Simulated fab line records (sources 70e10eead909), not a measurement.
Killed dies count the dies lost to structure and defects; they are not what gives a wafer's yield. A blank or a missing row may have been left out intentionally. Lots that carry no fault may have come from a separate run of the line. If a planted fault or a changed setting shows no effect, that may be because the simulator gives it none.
Chamber matching + flow nand harc + 3 sister chambers for NHARC_A_STAIRCASE_DEP_156 on pecvd-04
The step deposits SiNx, target thk 50 nm. 18 wafers are shown with their chamber, then 9 later ones without.

== WAFERS PAIRED WITH THEIR CHAMBERS ==
| wafer  | chamber | heater power w (W) |
|--------|---------|--------------------|
| L076.1 | 1       | 689                |
| L076.3 | 0       | 659                |
| L076.4 | 2       | 757                |
| L079.1 | 1       | 603                |
| L079.2 | 2       | 687                |
| L079.6 | 2       | 692                |
| L083.1 | 1       | 543                |
| L083.2 | 0       | 698                |
| L083.5 | 1       | 577                |
| L085.1 | 2       | 794                |
| L085.2 | 0       | 716                |
| L085.5 | 1       | 671                |
| L087.1 | 0       | 730                |
| L087.2 | 2       | 817                |
| L087.6 | 2       | 798                |
| L086.1 | 1       | 653                |
| L086.4 | 2       | 833                |
| L086.5 | 1       | 654                |

SIGNATURES (averages over the wafers above)
| reading        | chamber 0 | chamber 1 | chamber 2 | scatter within a chamber |
|----------------|-----------|-----------|-----------|--------------------------|
| heater power w | 700.75    | 627.14    | 768.29    | 52.2                     |
Rule: for each reading, subtract the chamber's mean from the wafer's reading, divide by that reading's scatter and square the result; add these up over the readings and take the root, which gives the wafer's distance from the chamber. If the next closest chamber is less than 2 further off than the closest, the wafer can't be placed; otherwise it belongs to the closest. How the scatter is found: for the shown wafers, subtract from each reading the mean of its chamber, square and add these, divide the total by (wafers less chambers), then take the root.

== WAFERS WITHOUT THEIR CHAMBER ==
| wafer  | heater power w (W) |
|--------|--------------------|
| L091.1 | 760                |
| L091.4 | 764                |
| L091.6 | 562                |
| L092.3 | 752                |
| L092.4 | 703                |
| L092.6 | 764                |
| L096.2 | 635                |
| L096.4 | 625                |
| L096.6 | 758                |

== WHICH CHAMBER EACH ONE RAN IN ==
| wafer  | from the rows above          | in truth |
|--------|------------------------------|----------|
| L091.1 | can't be placed: 2 or 0      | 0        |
| L091.4 | can't be placed: 2 or 0      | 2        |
| L091.6 | can't be placed: 1 or 0      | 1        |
| L092.3 | can't be placed: 2 or 0      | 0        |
| L092.4 | can't be placed: 0 or 2 or 1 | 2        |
| L092.6 | can't be placed: 2 or 0      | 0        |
| L096.2 | can't be placed: 1 or 0      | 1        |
| L096.4 | can't be placed: 1 or 0      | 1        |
| L096.6 | can't be placed: 2 or 0      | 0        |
0 of 9 placed correctly. Not placeable from these rows: 9 (in 9, the candidates include the true chamber). Wrongly placed: 0.
